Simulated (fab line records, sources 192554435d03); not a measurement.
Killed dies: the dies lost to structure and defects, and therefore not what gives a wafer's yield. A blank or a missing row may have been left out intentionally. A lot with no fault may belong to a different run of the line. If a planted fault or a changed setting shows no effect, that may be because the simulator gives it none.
Matching of chambers / flow n5 finfet / N5_BEOL_M2_DESCUM_33 on rie diel-04: 4 sister chambers
The step chemistry O2, time 7 s. 20 wafers are shown with their chamber, then 10 later ones without.

WAFERS WITH THEIR CHAMBER
wafer=L081.4; chamber=2; throttle valve pct (%)=20.07; drypump motor current A (A)=5.1; showerhead plenum p Torr (Torr)=2.12
wafer=L081.5; chamber=0; throttle valve pct (%)=19.91; drypump motor current A (A)=6.2; showerhead plenum p Torr (Torr)=2.13
wafer=L081.6; chamber=1; throttle valve pct (%)=20.59; drypump motor current A (A)=5.5; showerhead plenum p Torr (Torr)=2.08
wafer=L082.2; chamber=0; throttle valve pct (%)=19.92; drypump motor current A (A)=6.2; showerhead plenum p Torr (Torr)=2.13
wafer=L082.3; chamber=2; throttle valve pct (%)=20.08; drypump motor current A (A)=5.2; showerhead plenum p Torr (Torr)=2.12
wafer=L082.6; chamber=1; throttle valve pct (%)=20.60; drypump motor current A (A)=5.5; showerhead plenum p Torr (Torr)=2.08
wafer=L087.2; chamber=1; throttle valve pct (%)=20.61; drypump motor current A (A)=5.4; showerhead plenum p Torr (Torr)=2.07
wafer=L087.3; chamber=3; throttle valve pct (%)=20.44; drypump motor current A (A)=5.5; showerhead plenum p Torr (Torr)=2.10
wafer=L087.6; chamber=3; throttle valve pct (%)=20.45; drypump motor current A (A)=5.5; showerhead plenum p Torr (Torr)=2.10
wafer=L089.3; chamber=3; throttle valve pct (%)=20.43; drypump motor current A (A)=5.5; showerhead plenum p Torr (Torr)=2.10
wafer=L089.5; chamber=1; throttle valve pct (%)=20.62; drypump motor current A (A)=5.5; showerhead plenum p Torr (Torr)=2.07
wafer=L089.6; chamber=0; throttle valve pct (%)=19.95; drypump motor current A (A)=6.2; showerhead plenum p Torr (Torr)=2.12
wafer=L091.2; chamber=0; throttle valve pct (%)=19.95; drypump motor current A (A)=6.3; showerhead plenum p Torr (Torr)=2.12
wafer=L091.5; chamber=0; throttle valve pct (%)=19.95; drypump motor current A (A)=6.3; showerhead plenum p Torr (Torr)=2.12
wafer=L091.6; chamber=3; throttle valve pct (%)=20.45; drypump motor current A (A)=5.5; showerhead plenum p Torr (Torr)=2.10
wafer=L090.2; chamber=0; throttle valve pct (%)=19.95; drypump motor current A (A)=6.2; showerhead plenum p Torr (Torr)=2.12
wafer=L090.5; chamber=2; throttle valve pct (%)=20.11; drypump motor current A (A)=5.1; showerhead plenum p Torr (Torr)=2.11
wafer=L090.6; chamber=1; throttle valve pct (%)=20.62; drypump motor current A (A)=5.5; showerhead plenum p Torr (Torr)=2.07
wafer=L092.1; chamber=3; throttle valve pct (%)=20.45; drypump motor current A (A)=5.5; showerhead plenum p Torr (Torr)=2.10
wafer=L092.4; chamber=0; throttle valve pct (%)=19.97; drypump motor current A (A)=6.3; showerhead plenum p Torr (Torr)=2.12

SIGNATURES, as means of the wafers listed above
reading=throttle valve pct; chamber 0=19.9429; chamber 1=20.6080; chamber 2=20.0867; chamber 3=20.4440; scatter within a chamber=0.0166
reading=drypump motor current A; chamber 0=6.243; chamber 1=5.480; chamber 2=5.133; chamber 3=5.500; scatter within a chamber=0.0446
reading=showerhead plenum p Torr; chamber 0=2.1229; chamber 1=2.0740; chamber 2=2.1167; chamber 3=2.1000; scatter within a chamber=0.00454
Rule: for a wafer and a chamber, the distance is found by dividing, reading by reading, the gap between the wafer's reading and the chamber's mean by the reading's scatter, squaring, summing and taking the root. If the next closest chamber is less than 2 further off than the closest, the wafer can't be placed; otherwise it belongs to the closest. The scatter: the root of (the sum of the squares of (reading less its chamber's mean) over the shown wafers, divided by (wafers less chambers)).

WAFERS MISSING THEIR CHAMBER
wafer=L092.6; throttle valve pct (%)=19.97; drypump motor current A (A)=6.2; showerhead plenum p Torr (Torr)=2.12
wafer=L095.1; throttle valve pct (%)=20.64; drypump motor current A (A)=5.5; showerhead plenum p Torr (Torr)=2.06
wafer=L095.2; throttle valve pct (%)=20.48; drypump motor current A (A)=5.5; showerhead plenum p Torr (Torr)=2.09
wafer=L095.4; throttle valve pct (%)=19.97; drypump motor current A (A)=6.2; showerhead plenum p Torr (Torr)=2.12
wafer=L096.2; throttle valve pct (%)=19.98; drypump motor current A (A)=6.3; showerhead plenum p Torr (Torr)=2.12
wafer=L096.4; throttle valve pct (%)=20.64; drypump motor current A (A)=5.5; showerhead plenum p Torr (Torr)=2.06
wafer=L096.5; throttle valve pct (%)=20.14; drypump motor current A (A)=5.2; showerhead plenum p Torr (Torr)=2.11
wafer=L097.1; throttle valve pct (%)=19.98; drypump motor current A (A)=6.2; showerhead plenum p Torr (Torr)=2.12
wafer=L097.2; throttle valve pct (%)=20.64; drypump motor current A (A)=5.5; showerhead plenum p Torr (Torr)=2.06
wafer=L097.5; throttle valve pct (%)=20.46; drypump motor current A (A)=5.5; showerhead plenum p Torr (Torr)=2.09

WHICH CHAMBER EACH ONE RAN IN
wafer=L092.6; from the rows above=0; in truth=0
wafer=L095.1; from the rows above=1; in truth=1
wafer=L095.2; from the rows above=3; in truth=3
wafer=L095.4; from the rows above=0; in truth=0
wafer=L096.2; from the rows above=0; in truth=0
wafer=L096.4; from the rows above=1; in truth=1
wafer=L096.5; from the rows above=2; in truth=2
wafer=L097.1; from the rows above=0; in truth=0
wafer=L097.2; from the rows above=1; in truth=1
wafer=L097.5; from the rows above=3; in truth=3
Correctly placed: 10 of 10. From these rows, 0 cannot be placed. Number placed wrongly: 0.
